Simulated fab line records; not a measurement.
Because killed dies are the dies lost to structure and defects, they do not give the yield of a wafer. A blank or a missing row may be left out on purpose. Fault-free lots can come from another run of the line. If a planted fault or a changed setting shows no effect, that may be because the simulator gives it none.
Split-lot experiment | flow n5 finfet | 7 lots, 21 wafers read, on a route of 1938 steps

== ABOUT THE SPLIT ==
At N5_BEOL_M8_TRENCH_ETCH_37 (etches SiCOH lowk in C4F6/O2, target depth 93.478 nm, time 31.2 s), the setting bias w was moved away from the recipe's 185 W on 6 of the 21 wafers read, by -17.0% to -5.2%. All remaining wafers had this setting at the recipe value.

The reading comes from the split's own step.

== THE READING ==
rf vpp V, in V, at N5_BEOL_M8_TRENCH_ETCH_37 (etches SiCOH lowk in C4F6/O2, target depth 93.478 nm, time 31.2 s). On this fab line, fault-free wafers typically give 665 V with a standard deviation of 13 V.

wafer  | tool, chamber at the split | bias w as run, W | against the recipe | rf vpp V, V | against lot-mates on the recipe
L075.1 | rie diel-03, 0             | 185              | recipe             | 663         | -
L075.3 | rie diel-03, 2             | 185              | recipe             | 651         | -
L075.5 | rie diel-03, 3             | 185              | recipe             | 685         | -
L081.1 | rie diel-04, 0             | 175.3            | -5.2%              | 633         | -22
L081.2 | rie diel-04, 3             | 185              | recipe             | 647         | -
L081.5 | rie diel-04, 0             | 185              | recipe             | 663         | -
L085.1 | rie diel-02, 1             | 163.6            | -11.6%             | 630         | -43
L085.2 | rie diel-02, 2             | 163.6            | -11.6%             | 611         | -62
L085.5 | rie diel-02, 2             | 185              | recipe             | 673         | -
L086.2 | rie diel-03, 2             | 185              | recipe             | 650         | -
L086.3 | rie diel-03, 1             | 185              | recipe             | 666         | -
L086.5 | rie diel-03, 0             | 185              | recipe             | 660         | -
L090.1 | rie diel-03, 0             | 173.8            | -6.1%              | 629         | -23
L090.3 | rie diel-03, 2             | 185              | recipe             | 652         | -
L090.5 | rie diel-03, 1             | 173.8            | -6.1%              | 632         | -20
L093.2 | rie diel-04, 3             | 185              | recipe             | 648         | -
L093.4 | rie diel-04, 3             | 185              | recipe             | 648         | -
L093.6 | rie diel-04, 2             | 185              | recipe             | 670         | -
L096.1 | rie diel-03, 1             | 185              | recipe             | 665         | -
L096.2 | rie diel-03, 3             | 153.5            | -17.0%             | 591         | -68
L096.3 | rie diel-03, 2             | 185              | recipe             | 652         | -

THE FIT
A straight line over all 21 wafers: rf vpp V changes by +3.85 V for each +1% of bias w; r = +0.88; the points scatter about the line by 10 V.
The same after taking each lot's own level away (the mean of its wafers on the recipe; 21 wafers): +4.17 V for each +1%; r = +0.92; scatter 8.9 V.
On that fit, the largest move of bias w shifts the reading by 71 V.
The lots' own levels span 652.0 to 673.0 V, that is 1.6 times the standard deviation above.
Consequently the slope shifts little with the lot-to-lot level, the two slopes agreeing.
Check: -73.8 V against its lot-mates is what the line predicts for one of the wafers moved furthest among these (-17.0%) when that wafer is left out of the fit. Against them it came out at -67.5 V.
Tool readings at the split's step, against how far the setting was moved: rf vpp V r = +0.88.

== ADDITIONAL SPLITS CARRIED BY THESE WAFERS ==
Note: prior to the reading, these wafers also went through further splits. Each is held against what the fit with the lots' levels taken away leaves over:
other split on the same wafers     | wafers away from the commonest value | r with rf vpp V (lot level and that fit taken away)
N5_BEOL_M5_TRENCH_ETCH_37 source w | 8                                    | -0.02
N5_BEOL_M5_SPUTTER_48 time s       | 9                                    | -0.16
N5_BEOL_M6_DESCUM_33 time s        | 5                                    | -0.14
N5_BEOL_M6_ETCH_66 bias w          | 6                                    | -0.39
N5_BEOL_M8_ILD_DEP_00 time s       | 5                                    | +0.02
N5_BEOL_M8_COAT_05 spin rpm        | 4                                    | -0.43

== FILE'S OWN FIT ==
rf vpp V changes by +4.14 V for each +1% of bias w, r = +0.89.
